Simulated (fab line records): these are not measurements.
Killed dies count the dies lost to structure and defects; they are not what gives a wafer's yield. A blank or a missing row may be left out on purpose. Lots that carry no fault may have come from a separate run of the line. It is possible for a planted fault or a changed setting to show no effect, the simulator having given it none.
fab line records ; flow n5_finfet
[record] lots = 12; wafers = 34; last_day = 18
route steps=1938 shown WELL_APT@28 PMOS_HMC_CHANNEL_EPI@58 BEOL_M4@1111
lots untouched by any fault: they come from a run of this same line in which no faults occurred
start_h: hours from the record's opening day to when the first of the lot's shown wafers began ; wait_h: hours since the lot's step before ; " same as the row above ; L1.1+2: one row covering several wafers at once ; - no value, or no start given ; * or withheld: withheld ; < > ~ a bound
route shown NAME@n: NAME is a module with steps in the file, n the number in the route of the first one ; usual: mean/standard deviation of fault-free wafers ; same: alike in all rows ; chamber/n: place in a boat ; sites: readings site by site ; _std_site: the standard deviation of these ; _edge_site: inner sites' mean taken away from outer sites' mean ; radius_mm: how far each site lies from the wafer's centre ; mask NAME#n: copy n ; behind: tool/chamber where the wafer was last shaped ; hold: why the lot was held/for how many hours/how that ended ; device: transistor that didn't switch, given as n, p or np ; end of line: tests of these same wafers at the route's end ; step lacking rows: just its recipe ; killed: at the first sort, the dies lost to defects and structure; wafer yield is something else ; map: a wafer's dies, marking killed ones x, the rest . and places with no die _
set.NAME: the setting as run; set.NAME@STEP: as run at that earlier step ; model.NAME: the simulator's own value behind a step, which no gauge read
one table for each step of the route and one row for each wafer, over a sample of lots
[[steps]]
[step N5_WELL_APT_CD_MEAS_08]
[recipe] target_cd_nm = 200; landing_energy_ev = 500; detector = se_inlens
[usual] cd_nm = 201/3.3
[same] landing_energy_ev = 500
lot.wafer;tool;chamber;start_h;wait_h;cd_nm
L203.4;cd_sem-03;0;13.83;-;206
L203.6;cd_sem-03;0;13.83;-;204
L204.1;cd_sem-02;0;20.07;-;200
L204.2;cd_sem-02;0;20.07;-;199
L204.4;cd_sem-02;0;20.07;-;197
L205.2;cd_sem-01;0;25.56;-;196
L205.3;cd_sem-01;0;25.56;-;193
L206.2;cd_sem-01;0;32.05;-;203
L206.5;cd_sem-01;0;32.05;-;200
L206.6;cd_sem-01;0;32.05;-;199
L207.1;cd_sem-02;0;37.75;-;196
L207.4;cd_sem-02;0;37.75;-;198
L207.5;cd_sem-02;0;37.75;-;197
L208.3;cd_sem-01;0;43.72;-;201
L208.4;cd_sem-01;0;43.72;-;196
L208.6;cd_sem-01;0;43.72;-;200
L210.2;cd_sem-02;0;56.04;-;206
L210.3;cd_sem-02;0;56.04;-;204
L210.5;cd_sem-02;0;56.04;-;203
L213.2;cd_sem-03;0;73.68;-;205
L213.4;cd_sem-03;0;73.68;-;203
L213.6;cd_sem-03;0;73.68;-;204
L214.1;cd_sem-03;0;79.85;-;204
L214.2;cd_sem-03;0;79.85;-;205
L214.6;cd_sem-03;0;79.85;-;205
L216.2;cd_sem-02;0;91.95;-;198
L216.3;cd_sem-02;0;91.95;-;199
L216.6;cd_sem-02;0;91.95;-;203
L224.1;cd_sem-02;0;139.86;-;196
L224.2;cd_sem-02;0;139.86;-;197
L224.4;cd_sem-02;0;139.86;-;198
L225.4;cd_sem-03;0;145.70;-;199
L225.5;cd_sem-03;0;145.70;-;199
L225.6;cd_sem-03;0;145.70;-;196
[step N5_WELL_APT_CD_MEAS_25]
[recipe] target_cd_nm = 200; landing_energy_ev = 500; detector = se_inlens
[usual] cd_nm = 198.9/2.5
[same] landing_energy_ev = 500
lot.wafer;tool;chamber;start_h;wait_h;cd_nm
L203.4;cd_sem-03;0;14.95;-;197.4
L203.6;cd_sem-03;0;14.95;-;201.2
L204.1;cd_sem-01;0;21.58;-;197.1
L204.2;cd_sem-01;0;21.58;-;196.6
L204.4;cd_sem-01;0;21.58;-;193.7
L205.2;cd_sem-02;0;26.85;-;199.3
L205.3;cd_sem-02;0;26.85;-;196.4
L206.2;cd_sem-01;0;33.30;-;199.8
L206.5;cd_sem-01;0;33.30;-;196.8
L206.6;cd_sem-01;0;33.30;-;197.7
L207.1;cd_sem-02;0;38.99;-;195.7
L207.4;cd_sem-02;0;38.99;-;197.5
L207.5;cd_sem-02;0;38.99;-;197.1
L208.3;cd_sem-01;0;44.99;-;200.6
L208.4;cd_sem-01;0;44.99;-;201.0
L208.6;cd_sem-01;0;44.99;-;197.8
L210.2;cd_sem-02;0;57.47;-;204.7
L210.3;cd_sem-02;0;57.47;-;202.4
L210.5;cd_sem-02;0;57.47;-;204.8
L213.2;cd_sem-02;0;75.18;-;197.6
L213.4;cd_sem-02;0;75.18;-;200.8
L213.6;cd_sem-02;0;75.18;-;200.9
L214.1;cd_sem-01;0;81.11;-;196.1
L214.2;cd_sem-01;0;81.11;-;199.7
L214.6;cd_sem-01;0;81.11;-;197.7
L216.2;cd_sem-02;0;93.11;-;197.1
L216.3;cd_sem-02;0;93.11;-;201.5
L216.6;cd_sem-02;0;93.11;-;201.5
L224.1;cd_sem-02;0;141.18;-;200.8
L224.2;cd_sem-02;0;141.18;-;197.5
L224.4;cd_sem-02;0;141.18;-;199.7
L225.4;cd_sem-03;0;146.83;-;197.4
L225.5;cd_sem-03;0;146.83;-;198.3
L225.6;cd_sem-03;0;146.83;-;200.3
[step N5_PMOS_HMC_CHANNEL_EPI_COAT_31]
[recipe] resist = BARC; temp_c = 205; time_s = 60; spin_rpm = 1500; resist_thk_nm = 66
[usual] spin_speed_rpm = 1500.2/0.81
lot.wafer;tool;chamber;start_h;wait_h;spin_speed_rpm
L203.4;litho_track-04;0;17.28;0.0;1500.5
L203.6;litho_track-04;0;17.28;0.0;1500.3
L204.1;litho_track-05;0;23.63;0.0;1501.0
L204.2;litho_track-05;0;23.63;0.0;1499.8
L204.4;litho_track-05;0;23.63;0.0;1500.5
L205.2;litho_track-02;0;28.83;0.0;1500.0
L205.3;litho_track-02;0;28.83;0.0;1500.0
L206.2;litho_track-04;0;35.37;0.0;1499.5
L206.5;litho_track-04;0;35.37;0.0;1499.5
L206.6;litho_track-04;0;35.37;0.0;1500.1
L207.1;litho_track-05;0;41.04;0.0;1499.1
L207.4;litho_track-05;0;41.04;0.0;1500.8
L207.5;litho_track-05;0;41.04;0.0;1501.1
L208.3;litho_track-04;0;46.84;0.0;1500.6
L208.4;litho_track-04;0;46.84;0.0;1500.7
L208.6;litho_track-04;0;46.84;0.0;1500.2
L210.2;litho_track-02;0;59.60;0.0;1499.8
L210.3;litho_track-02;0;59.60;0.0;1498.7
L210.5;litho_track-02;0;59.60;0.0;1499.7
L213.2;litho_track-04;0;77.00;0.0;1499.7
L213.4;litho_track-04;0;77.00;0.0;1499.8
L213.6;litho_track-04;0;77.00;0.0;1501.2
L214.1;litho_track-02;0;83.01;0.0;1501.1
L214.2;litho_track-02;0;83.01;0.0;1501.4
L214.6;litho_track-02;0;83.01;0.0;1501.6
L216.2;litho_track-04;0;95.27;0.0;1500.9
L216.3;litho_track-04;0;95.27;0.0;1498.4
L216.6;litho_track-04;0;95.27;0.0;1499.9
L224.1;litho_track-02;0;143.22;0.0;1293.2
L224.2;litho_track-02;0;143.22;0.0;1293.4
L224.4;litho_track-02;0;143.22;0.0;1293.4
L225.4;litho_track-02;0;148.66;0.0;1293.4
L225.5;litho_track-02;0;148.66;0.0;1293.1
L225.6;litho_track-02;0;148.66;0.0;1293.2
[step N5_PMOS_HMC_CHANNEL_EPI_OVL_MEAS_10]
[recipe] points_per_wafer = 44
[usual] PMOS_HMC_BLK_OVL = -0.5/0.84
lot.wafer;tool;chamber;start_h;wait_h;PMOS_HMC_BLK_OVL[nm]
L203.4;overlay-02;0;17.53;0.0;0.9
L203.6;overlay-02;0;17.53;0.0;0.3
L204.1;overlay-02;0;24.01;0.0;-1.6
L204.2;overlay-02;0;24.01;0.0;-1.1
L204.4;overlay-02;0;24.01;0.0;-0.9
L205.2;overlay-01;0;29.21;0.0;0.1
L205.3;overlay-01;0;29.21;0.0;-0.5
L206.2;overlay-02;0;35.62;0.0;0.3
L206.5;overlay-02;0;35.62;0.0;2.2
L206.6;overlay-02;0;35.62;0.0;-0.3
L207.1;overlay-02;0;41.42;0.0;0.1
L207.4;overlay-02;0;41.42;0.0;-1.2
L207.5;overlay-02;0;41.42;0.0;0.0
L208.3;overlay-01;0;47.22;0.0;-0.9
L208.4;overlay-01;0;47.22;0.0;1.1
L208.6;overlay-01;0;47.22;0.0;-0.1
L210.2;overlay-01;0;59.86;0.0;-0.9
L210.3;overlay-01;0;59.86;0.0;-1.4
L210.5;overlay-01;0;59.86;0.0;-1.0
L213.2;overlay-02;0;77.25;0.0;-0.2
L213.4;overlay-02;0;77.25;0.0;0.3
L213.6;overlay-02;0;77.25;0.0;0.0
L214.1;overlay-01;0;83.39;0.0;-0.9
L214.2;overlay-01;0;83.39;0.0;-0.5
L214.6;overlay-01;0;83.39;0.0;0.2
L216.2;overlay-01;0;95.52;0.0;0.3
L216.3;overlay-01;0;95.52;0.0;0.3
L216.6;overlay-01;0;95.52;0.0;-0.3
L224.1;overlay-02;0;143.60;0.0;-0.6
L224.2;overlay-02;0;143.60;0.0;0.0
L224.4;overlay-02;0;143.60;0.0;0.2
L225.4;overlay-01;0;149.03;0.0;-1.7
L225.5;overlay-01;0;149.03;0.0;-1.3
L225.6;overlay-01;0;149.03;0.0;-2.9
[step N5_BEOL_M4_RC_MEAS_101]
[usual] DIBL_N = 36.1/2; DIBL_P = 36.3/2.5; IOFF_N = 0.16/0.037; IOFF_P = 0.21/0.039; ION_N = 678/15; ION_P = 465/8.7; SS_N = 71.4/0.7; SS_P = 73.3/0.74; VT_N = 249/3.6; VT_P = -250.0/2.9
lot.wafer;tool;chamber;start_h;wait_h;DIBL_N[mV/V];DIBL_P[mV/V];IOFF_N[nA/um];IOFF_P[nA/um];ION_N[uA/um];ION_P[uA/um];SS_N[mV/dec];SS_P[mV/dec];VT_N[mV];VT_P[mV]
L203.4;prober-01;0;162.15;0.5;35.5;36.4;0.16;0.26;669;475;72.2;73.6;251;-243.3
L203.6;prober-01;0;162.15;0.5;33.2;33.5;0.11;0.20;649;462;71.1;72.7;257;-247.6
L204.1;prober-02;0;178.41;0.0;38.3;39.1;0.24;0.29;711;482;71.9;73.6;241;-245.8
L204.2;prober-02;0;178.41;0.0;35.3;35.5;0.16;0.22;670;465;71.7;71.8;249;-248.4
L204.4;prober-02;0;178.41;0.0;35.2;36.0;0.16;0.23;671;465;71.8;72.8;245;-249.0
L206.2;prober-02;0;181.22;0.2;33.3;30.4;0.09;0.15;643;452;70.6;72.3;257;-252.8
L206.5;prober-02;0;181.22;0.2;36.9;35.9;0.14;0.21;684;470;71.0;72.7;250;-250.1
L206.6;prober-02;0;181.22;0.2;33.6;30.2;0.09;0.14;642;443;70.6;71.8;258;-255.9
L205.2;prober-01;0;191.52;0.2;35.7;35.4;0.14;0.17;675;457;70.6;73.0;254;-255.2
L205.3;prober-01;0;191.52;0.2;37.6;37.8;0.18;0.22;674;460;72.1;74.7;249;-249.7
L207.1;prober-01;0;195.83;0.0;37.2;35.6;0.17;0.23;688;472;71.7;74.1;249;-251.1
L207.4;prober-01;0;195.83;0.0;39.2;36.4;0.20;0.25;681;459;72.3;73.8;247;-249.6
L207.5;prober-01;0;195.83;0.0;38.7;36.8;0.18;0.26;688;473;72.6;73.2;249;-251.2
L208.3;prober-02;0;198.11;0.3;36.2;37.4;0.16;0.21;679;463;71.7;73.2;249;-253.5
L208.4;prober-02;0;198.11;0.3;34.6;35.8;0.13;0.18;671;466;71.1;72.5;256;-253.8
L208.6;prober-02;0;198.11;0.3;37.3;39.0;0.19;0.23;688;467;72.2;74.0;250;-251.7
L210.2;prober-02;0;199.78;0.2;32.3;30.4;0.09;0.14;653;459;70.1;71.2;257;-253.7
L210.3;prober-02;0;199.78;0.2;34.5;33.9;0.12;0.18;666;465;71.4;73.0;251;-250.1
L210.5;prober-02;0;199.78;0.2;37.8;38.5;0.17;0.25;672;467;71.9;73.8;248;-247.8
L213.2;prober-02;0;238.91;0.2;34.5;33.9;0.13;0.19;677;467;71.6;73.5;249;-249.3
L213.4;prober-02;0;238.91;0.2;36.6;35.8;0.16;0.22;685;462;72.0;73.9;246;-250.9
L213.6;prober-02;0;238.91;0.2;36.0;35.6;0.16;0.21;683;465;71.9;73.1;247;-249.6
L214.1;prober-01;0;255.86;0.0;34.2;32.9;0.12;0.19;666;463;70.9;72.2;253;-250.1
L214.2;prober-01;0;255.86;0.0;35.7;34.2;0.14;0.20;675;466;71.2;73.9;252;-249.2
L214.6;prober-01;0;255.86;0.0;39.3;38.5;0.20;0.28;667;456;73.3;73.9;247;-248.1
L216.2;prober-02;0;275.26;0.2;38.2;39.3;0.20;0.22;691;468;72.0;73.3;247;-249.6
L216.3;prober-02;0;275.26;0.2;39.7;41.3;0.26;0.26;715;482;72.2;74.2;241;-246.2
L216.6;prober-02;0;275.26;0.2;39.1;40.2;0.21;0.24;680;459;72.0;74.2;245;-248.8
L224.1;prober-02;0;306.06;0.0;36.8;38.6;0.19;0.22;713;477;71.3;74.0;245;-247.3
L224.2;prober-02;0;306.06;0.0;38.5;39.9;0.21;0.22;685;455;72.0;74.3;248;-252.6
L224.4;prober-02;0;306.06;0.0;35.2;34.9;0.15;0.16;671;451;70.6;72.9;252;-256.1
L225.4;prober-01;0;325.44;0.5;39.8;41.0;0.25;0.31;702;476;72.3;74.4;242;-245.9
L225.5;prober-01;0;325.44;0.5;36.3;37.9;0.17;0.25;687;474;71.1;74.2;246;-244.9
L225.6;prober-01;0;325.44;0.5;37.8;38.1;0.21;0.24;689;460;72.4;74.1;244;-248.1
[[key]]
[first_sign] step = N5_PMOS_HMC_CHANNEL_EPI_COAT_31; reading = spin_speed_rpm; direction = down; sigmas = 99+; usual = *; struck = *
effect none on later readings
met_at N5_PMOS_HMC_CHANNEL_EPI_COAT_31
struck_lots L224,L225
not_acting_at N5_WELL_APT_CD_MEAS_08,N5_WELL_APT_CD_MEAS_25,N5_PMOS_HMC_CHANNEL_EPI_OVL_MEAS_10
onset_between 83.01 143.22
[fault] kind = process_parameter_drift; tool = litho_track-02; chamber = -; onset_h = 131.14; steps = N5_PMOS_HMC_CHANNEL_EPI_COAT_31; channel = spin_rpm; offset = *; shape = step; end_h = 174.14; acts_in = *; stated = *
